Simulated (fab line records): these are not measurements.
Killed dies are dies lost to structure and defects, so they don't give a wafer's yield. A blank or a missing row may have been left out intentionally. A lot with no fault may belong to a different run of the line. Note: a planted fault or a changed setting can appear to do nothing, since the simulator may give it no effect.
The tool behind it: which one? + flow nand-harc + 11 lots with 33 wafers sampled at 5 steps, on a route of 1159 steps

## WHAT THE GAUGES SHOWED, per wafer
NHARC_END_SORT_01.
| lot  | measured     | on        | killed-at-array | killed-at-other | killed-at-periphery | killed-dies | killed-open | killed-short |
|------|--------------|-----------|-----------------|-----------------|---------------------|-------------|-------------|--------------|
| L444 | day 22 14:40 | prober-01 | 35 626 34       | 0 0 0           | 4 2 3               | 39 628 37   | 2 1 4       | 2 3 0        |

## TOOL THAT RAN EACH LOT (tool first, then ch and the chambers of the sampled wafers, then the start)
| lot  | NHARC_A_SGD_CUT_STRIP_28                      | NHARC_A_SLIT_ETCH_24               | NHARC_A_SLIT_ETCH_29               | NHARC_A_SLIT_STRIP_18                       |
|------|-----------------------------------------------|------------------------------------|------------------------------------|---------------------------------------------|
| L429 | rie-diel-12 ch 1,2, day 14 09:31 or earlier   | rie-diel-13 ch 0,1, day 14 09:31   | rie-diel-13 ch 0,2,3, day 14 14:34 | rie-diel-13 ch 2,3, no start                |
| L431 | rie-diel-03 ch 0,2,3, day 14 10:08 or earlier | rie-diel-13 ch 0,1,2, day 14 10:08 | rie-diel-01 ch 0,2,3, day 14 16:17 | rie-diel-01 ch 0,2,3, no start              |
| L434 | rie-diel-12 ch 1,2,3, day 15 00:03 or earlier | rie-diel-01 ch 0,1,2, day 15 00:03 | rie-diel-11 ch 0,1, day 15 02:50   | rie-diel-11 ch 1,2, no start                |
| L436 | rie-diel-03 ch 0,1, day 15 23:57 or earlier   | rie-diel-11 ch 0,1,2, day 15 23:57 | rie-diel-11 ch 1,3, day 16 02:44   | rie-diel-11 ch 0,2, no start                |
| L442 | rie-diel-03 ch 2,3, day 17 08:30 or earlier   | rie-diel-11 ch 0,1,3, day 17 08:30 | rie-diel-13 ch 1,2, day 17 11:17   | rie-diel-13 ch 1,3, no start                |
| L444 | rie-diel-07 ch 1,2,3, day 17 18:23 or earlier | rie-diel-01 ch 0,1,3, day 17 18:23 | rie-diel-11 ch 0,3, day 17 21:19   | rie-diel-11 ch 0,3, day 22 14:40 or earlier |
| L447 | rie-diel-12 ch 0,1,3, day 18 22:26 or earlier | rie-diel-11 ch 2,3, day 18 22:26   | rie-diel-11 ch 0,3, day 19 01:13   | rie-diel-11 ch 0,1,2, no start              |
| L449 | rie-diel-07 ch 0,1,3, day 19 06:07 or earlier | rie-diel-11 ch 0,2, day 19 06:07   | rie-diel-13 ch 2,3, day 19 11:28   | rie-diel-13 ch 2,3, no start                |
| L452 | rie-diel-12 ch 0,1,2, day 20 02:13 or earlier | rie-diel-11 ch 1,2, day 20 02:13   | rie-diel-01 ch 0,2,3, day 20 04:59 | rie-diel-01 ch 0,2, no start                |
| L450 | rie-diel-03 ch 0,1, day 20 11:25 or earlier   | rie-diel-13 ch 0,1,3, day 20 11:25 | rie-diel-01 ch 0,1, day 20 14:13   | rie-diel-01 ch 1,2, no start                |
| L451 | rie-diel-12 ch 0,1, day 20 13:26 or earlier   | rie-diel-13 ch 1,2, day 20 13:26   | rie-diel-13 ch 1,2, day 20 16:21   | rie-diel-13 ch 1,2,3, no start              |
- NHARC_A_SGD_CUT_STRIP_28: strips in O2, time 20 s.
- NHARC_A_SLIT_ETCH_24: etches the open film in CF4/CHF3, target depth 121 nm, time 60.5 s.
- NHARC_A_SLIT_ETCH_29: etches the open film in CF4/O2, target depth 100 nm, overetch 10 nm, time 55 s.
- NHARC_A_SLIT_STRIP_18: strips in O2.

## AS READ BY THE TOOLS THEMSELVES (means over the sampled wafers that have a number; for cases with no such wafer, the mark the record gives instead)
NHARC_A_SGD_CUT_STRIP_28.
| lot  | tool        | drypump-motor-current-A (A) | oes-product-au (a.u.) | rf-vpp-V (V) | showerhead-plenum-p-Torr (Torr) | throttle-valve-pct (%) |
|------|-------------|-----------------------------|-----------------------|--------------|---------------------------------|------------------------|
| L429 | rie-diel-12 | 5.9                         | 0.988                 | 58.1         | 3.61                            | 17.034                 |
| L431 | rie-diel-03 | 5.8                         | 0.988                 | 58.6         | 3.53                            | 17.041                 |
| L434 | rie-diel-12 | 5.4                         | 0.994                 | 57.7         | 3.51                            | 17.037                 |
| L436 | rie-diel-03 | 5.5                         | 0.983                 | 57.1         | 3.33                            | 17.042                 |
| L442 | rie-diel-03 | 6.1                         | 0.992                 | 58.4         | 3.63                            | 17.036                 |
| L444 | rie-diel-07 | 6.3                         | 1.000                 | 57.3         | 3.38                            | 17.037                 |
| L447 | rie-diel-12 | 5.3                         | 1.000                 | 57.7         | 3.37                            | 17.035                 |
| L449 | rie-diel-07 | 5.9                         | 0.995                 | 57.1         | 3.43                            | 17.033                 |
| L452 | rie-diel-12 | 5.7                         | 1.010                 | 58.0         | 3.47                            | 17.041                 |
| L450 | rie-diel-03 | 5.5                         | 0.990                 | 57.2         | 3.33                            | 17.035                 |
| L451 | rie-diel-12 | 5.5                         | 0.996                 | 58.3         | 3.35                            | 17.038                 |

NHARC_A_SLIT_ETCH_24.
| lot  | tool        | drypump-motor-current-A (A) | oes-product-au (a.u.) | rf-vpp-V (V) | showerhead-plenum-p-Torr (Torr) | throttle-valve-pct (%) |
|------|-------------|-----------------------------|-----------------------|--------------|---------------------------------|------------------------|
| L429 | rie-diel-13 | 5.5                         | 0.958                 | 373.5        | 1.65                            | 16.800                 |
| L431 | rie-diel-13 | 5.4                         | 0.970                 | 371.0        | 1.59                            | 16.794                 |
| L434 | rie-diel-01 | 5.1                         | 0.979                 | 370.4        | 1.58                            | 16.807                 |
| L436 | rie-diel-11 | 5.3                         | 0.970                 | 371.3        | 1.59                            | 16.808                 |
| L442 | rie-diel-11 | 5.2                         | 0.963                 | 370.6        | 1.56                            | 16.802                 |
| L444 | rie-diel-01 | 5.0                         | 0.920                 | 369.2        | 1.54                            | 16.805                 |
| L447 | rie-diel-11 | 5.7                         | 0.974                 | 372.2        | 1.59                            | 16.801                 |
| L449 | rie-diel-11 | 5.8                         | 0.977                 | 370.5        | 1.58                            | 16.803                 |
| L452 | rie-diel-11 | 5.5                         | 0.960                 | 372.7        | 1.63                            | 16.810                 |
| L450 | rie-diel-13 | 5.5                         | 0.980                 | 371.3        | 1.61                            | 16.800                 |
| L451 | rie-diel-13 | 5.5                         | 0.954                 | 369.5        | 1.53                            | 16.803                 |

NHARC_A_SLIT_ETCH_29.
| lot  | tool        | drypump-motor-current-A (A) | oes-product-au (a.u.) | rf-vpp-V (V) | showerhead-plenum-p-Torr (Torr) | throttle-valve-pct (%) |
|------|-------------|-----------------------------|-----------------------|--------------|---------------------------------|------------------------|
| L429 | rie-diel-13 | 5.3                         | 1.005                 | 197.5        | 1.35                            | 13.408                 |
| L431 | rie-diel-01 | 5.3                         | 1.009                 | 197.9        | 1.31                            | 13.395                 |
| L434 | rie-diel-11 | 5.0                         | 0.989                 | 198.2        | 1.36                            | 13.396                 |
| L436 | rie-diel-11 | 5.2                         | 1.008                 | 198.0        | 1.34                            | 13.397                 |
| L442 | rie-diel-13 | 5.4                         | 0.987                 | 197.3        | 1.29                            | 13.405                 |
| L444 | rie-diel-11 | 5.4                         | 1.008                 | 197.1        | 1.29                            | 13.400                 |
| L447 | rie-diel-11 | 5.5                         | 1.002                 | 196.8        | 1.27                            | 13.400                 |
| L449 | rie-diel-13 | 5.5                         | 0.993                 | 197.3        | 1.32                            | 13.397                 |
| L452 | rie-diel-01 | 5.3                         | 1.001                 | 197.8        | 1.31                            | 13.402                 |
| L450 | rie-diel-01 | 4.9                         | 1.000                 | 197.9        | 1.34                            | 13.391                 |
| L451 | rie-diel-13 | 5.5                         | 1.002                 | 197.0        | 1.29                            | 13.396                 |

NHARC_A_SLIT_STRIP_18.
| lot  | tool        | drypump-motor-current-A (A) | oes-product-au (a.u.) | rf-vpp-V (V) | showerhead-plenum-p-Torr (Torr) | throttle-valve-pct (%) |
|------|-------------|-----------------------------|-----------------------|--------------|---------------------------------|------------------------|
| L429 | rie-diel-13 | 5.3                         | 0.994                 | 56.9         | 3.42                            | 17.049                 |
| L431 | rie-diel-01 | 5.3                         | 1.009                 | 58.1         | 3.47                            | 17.030                 |
| L434 | rie-diel-11 | 5.2                         | 0.993                 | 58.2         | 3.70                            | 17.040                 |
| L436 | rie-diel-11 | 5.6                         | 1.001                 | 57.9         | 3.45                            | 17.047                 |
| L442 | rie-diel-13 | 5.8                         | 1.009                 | 59.4         | 3.54                            | 17.038                 |
| L444 | rie-diel-11 | 5.4                         | 0.997                 | 57.8         | 3.38                            | 17.034                 |
| L447 | rie-diel-11 | 5.4                         | 1.001                 | 57.4         | 3.57                            | 17.040                 |
| L449 | rie-diel-13 | 5.3                         | 0.994                 | 57.0         | 3.42                            | 17.038                 |
| L452 | rie-diel-01 | 5.5                         | 0.995                 | 57.4         | 3.54                            | 17.035                 |
| L450 | rie-diel-01 | 5.1                         | 0.993                 | 57.9         | 3.52                            | 17.032                 |
| L451 | rie-diel-13 | 5.6                         | 1.008                 | 58.1         | 3.48                            | 17.040                 |

## THE ANSWER, worked out from the rows above alone
Rule: usual is defined by the lots themselves. Put in order of their means at a reading, lots are off if they are a third of the lots or fewer, leave a main group of 4 or more, and stand apart from it by a gap of 3 or more times the standard deviation of the main group's means; of several such gaps the widest counts. If all means in a main group match to the digits the tables above print for the reading, that group is not used. A lot without any number at a reading at which 4 lots or more have one is off too. Any other lot the step has rows for is counted as sound. Order of review: gauges by route order, followed by the tools' own readings, for which a lot's mean as printed above is used. At the first step where some lot is off, the reading lying furthest off is the one used; lots without a number count as furthest.
Off, at NHARC_A_SLIT_ETCH_24 on oes-product-au: L444. For the main group the mean is 0.968 a.u. and the standard deviation 0.0088.
A tool fits if, at that step or a process step before it, it ran every lot that is off, and no sound lot after the first of them. NHARC_A_SGD_CUT_STRIP_28: start missing for some lots; hours and lot order therefore follow NHARC_A_SLIT_ETCH_24. One candidate fits, namely rie-diel-01 at NHARC_A_SLIT_ETCH_24. Its last sound lot is L434 (day 15 00:03), its first lot that is off L444 (day 17 18:23): a fault that began between those two fits.
The tool's own readings at NHARC_A_SLIT_ETCH_24 bear it out: on the lots that are off they differ by more than 5 times the standard deviation of the sound lots' means. oes-product-au reads 0.920 a.u. there against 0.968 a.u. on the sound lots.

## WHAT THE SIMULATOR HAD PUT IN
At NHARC_A_SLIT_ETCH_24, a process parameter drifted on rie-diel-01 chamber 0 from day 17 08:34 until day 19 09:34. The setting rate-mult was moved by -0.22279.
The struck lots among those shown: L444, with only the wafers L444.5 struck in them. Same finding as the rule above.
